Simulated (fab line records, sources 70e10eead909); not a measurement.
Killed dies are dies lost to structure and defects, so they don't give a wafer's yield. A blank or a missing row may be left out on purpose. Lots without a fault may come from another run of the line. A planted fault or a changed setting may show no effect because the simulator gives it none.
Which tool did it? | flow nand_harc | 7 lots, 21 wafers sampled, at 3 steps of a route of 1302

WHAT THE GAUGES READ, wafer by wafer
NHARC_A_ONON_D1_THK_MEAS_14: measures by ellipsometry.
lot  | measured     | on            | thk_nm (nm)
L524 | day 8 14:13  | film_metro-01 | 992 992 992
L525 | day 9 03:27  | film_metro-01 | 991 993 993
L529 | day 10 17:44 | film_metro-01 | 999 998 997
L534 | day 12 23:46 | film_metro-02 | 1579 1578 1577 1581 1579 1578
L538 | day 14 17:42 | film_metro-01 | 1020 1021 1020
L543 | day 17 00:17 | film_metro-01 | 1003 1004 1004
L545 | day 17 11:44 | film_metro-01 | 994 994 991

WHICH TOOL RAN EACH LOT (tool, then ch and the chambers of the sampled wafers, then the start)
lot  | NHARC_P_BONDPAD_CMP_19        | NHARC_A_ONON_D1_DEP_12
L524 | cmp-01 ch 1,2,3, day 7 12:47  | pecvd_onon-01 ch 0, day 8 13:44
L525 | cmp-02 ch 2,3, day 8 01:25    | pecvd_onon-04 ch 0, day 9 03:04
L529 | cmp-01 ch 0,1, day 9 14:43    | pecvd_onon-04 ch 0, day 10 17:13
L534 | cmp-02 ch 0,1,2, day 11 21:07 | pecvd_onon-04 ch 0, day 12 23:19
L538 | cmp-01 ch 1,2,3, day 13 14:46 | pecvd_onon-01 ch 0, day 14 17:11
L543 | cmp-01 ch 0,2,3, day 15 21:38 | pecvd_onon-04 ch 0, day 16 23:53
L545 | cmp-04 ch 2,3, day 16 07:18   | pecvd_onon-04 ch 0, day 17 11:20
- NHARC_P_BONDPAD_CMP_19: polishes, t overpolish 30 s, cu recess touch 16 s, target thk 160.81 nm.
- NHARC_A_ONON_D1_DEP_12: target thk 1000 nm.

THE ANSWER, worked out from the rows above alone
Rule: what is usual is taken from the lots themselves. Put in order of their means at a reading, lots are off if they are a third of the lots or fewer, leave a main group of 4 or more, and stand apart from it by a gap of 3 or more times the standard deviation of the main group's means; of several such gaps the widest counts. A main group whose means are all the same, to the digits that the tables above print for the reading, isn't used. A lot without any number at a reading at which 4 lots or more have one is off too. The other lots that the step has rows for count as sound.
Off: L534, at NHARC_A_ONON_D1_THK_MEAS_14 (thk_nm). The main group: mean 1000 nm, standard deviation 10.
A tool fits if, at a process step before that reading, it ran every lot that is off, and no sound lot after the first of them. The gauges at NHARC_A_ONON_D1_THK_MEAS_14 are tried like those tools. Can't be told from this: 2 tools fit, cmp-02 at NHARC_P_BONDPAD_CMP_19, film_metro-02 at NHARC_A_ONON_D1_THK_MEAS_14.

WHAT THE SIMULATOR HAD PUT IN
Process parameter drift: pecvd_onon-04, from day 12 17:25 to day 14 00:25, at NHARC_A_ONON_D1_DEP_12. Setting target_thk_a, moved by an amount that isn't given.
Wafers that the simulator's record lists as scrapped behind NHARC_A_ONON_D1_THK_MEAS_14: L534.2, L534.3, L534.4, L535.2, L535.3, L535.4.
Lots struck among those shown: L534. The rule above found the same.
